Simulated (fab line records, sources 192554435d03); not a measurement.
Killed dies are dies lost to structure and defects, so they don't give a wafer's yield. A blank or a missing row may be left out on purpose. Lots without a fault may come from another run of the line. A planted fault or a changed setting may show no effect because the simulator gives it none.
Which tool did it? | flow n5_finfet | 12 lots, 36 wafers sampled, at 3 steps of a route of 1938

WHAT THE GAUGES READ, wafer by wafer
N5_BEOL_M1_CD_MEAS_28: target cd y 23.3 nm.
lot  | measured     | on        | cd_nm (nm)
L075 | day 6 10:41  | cd_sem-03 | 24.35 23.78 24.71
L077 | day 7 00:01  | cd_sem-03 | 23.95 24.10 24.04
L079 | day 7 09:08  | cd_sem-01 | 24.10 23.71 23.88
L081 | day 8 00:56  | cd_sem-01 | 23.73 24.30 24.04
L083 | day 8 10:33  | cd_sem-03 | 24.25 24.02 24.02
L085 | day 9 02:03  | cd_sem-02 | 23.80 23.89 23.87
L086 | day 9 10:50  | cd_sem-02 | 24.20 24.01 23.93
L089 | day 10 09:01 | cd_sem-02 | 24.45 24.11 24.11
L091 | day 10 14:44 | cd_sem-02 | 23.87 23.79 23.89
L093 | day 10 18:41 | cd_sem-03 | 24.01 24.19 23.92
L095 | day 11 13:26 | cd_sem-02 | 24.05 23.86 23.88
L097 | day 11 19:40 | cd_sem-03 | 24.00 24.22 24.28

WHICH TOOL RAN EACH LOT (tool, then ch and the chambers of the sampled wafers, then the start)
lot  | N5_BEOL_M1_ETCH_74                 | N5_BEOL_M1_STRIP_66
L075 | rie_diel-02 ch 1,2,3, day 6 09:54  | rie_diel-02 ch 1,2,3, day 6 10:04
L077 | rie_diel-02 ch 1,2, day 6 23:09    | rie_diel-02 ch 1,2, day 6 23:19
L079 | rie_diel-02 ch 1,2,3, day 7 08:25  | rie_diel-02 ch 1,2,3, day 7 08:35
L081 | rie_diel-02 ch 0,1,2, day 8 00:14  | rie_diel-02 ch 0,1,2, day 8 00:24
L083 | rie_diel-02 ch 0,3, day 8 09:43    | rie_diel-02 ch 0,3, day 8 09:53
L085 | rie_diel-02 ch 0,1,3, day 9 01:20  | rie_diel-02 ch 0,1,3, day 9 01:31
L086 | rie_diel-06 ch 0,1, day 9 10:07    | rie_diel-06 ch 0,1, day 9 10:17
L089 | rie_diel-05 ch 0,2,3, day 10 08:18 | rie_diel-05 ch 0,2,3, day 10 08:28
L091 | rie_diel-06 ch 0,1,2, day 10 13:53 | rie_diel-06 ch 0,1,2, day 10 14:04
L093 | rie_diel-02 ch 0,3, day 10 17:58   | rie_diel-02 ch 0,3, day 10 18:09
L095 | rie_diel-06 ch 0,2,3, day 11 12:44 | rie_diel-06 ch 0,2,3, day 11 12:54
L097 | rie_diel-02 ch 2,3, day 11 18:47   | rie_diel-02 ch 2,3, day 11 18:57
- N5_BEOL_M1_ETCH_74: etches underlayer in N2/H2, target depth 6.5 nm, time 5.2 s.
- N5_BEOL_M1_STRIP_66: strips in CF4.

THE ANSWER, worked out from the rows above alone
Rule: what is usual is taken from the lots themselves. Put in order of their means at a reading, lots are off if they are a third of the lots or fewer, leave a main group of 4 or more, and stand apart from it by a gap of 3 or more times the standard deviation of the main group's means; of several such gaps the widest counts. A main group whose means are all the same, to the digits that the tables above print for the reading, isn't used. A lot without any number at a reading at which 4 lots or more have one is off too. The other lots that the step has rows for count as sound.
No lot is off at any reading shown: from this, nothing can be told.

WHAT THE SIMULATOR HAD PUT IN
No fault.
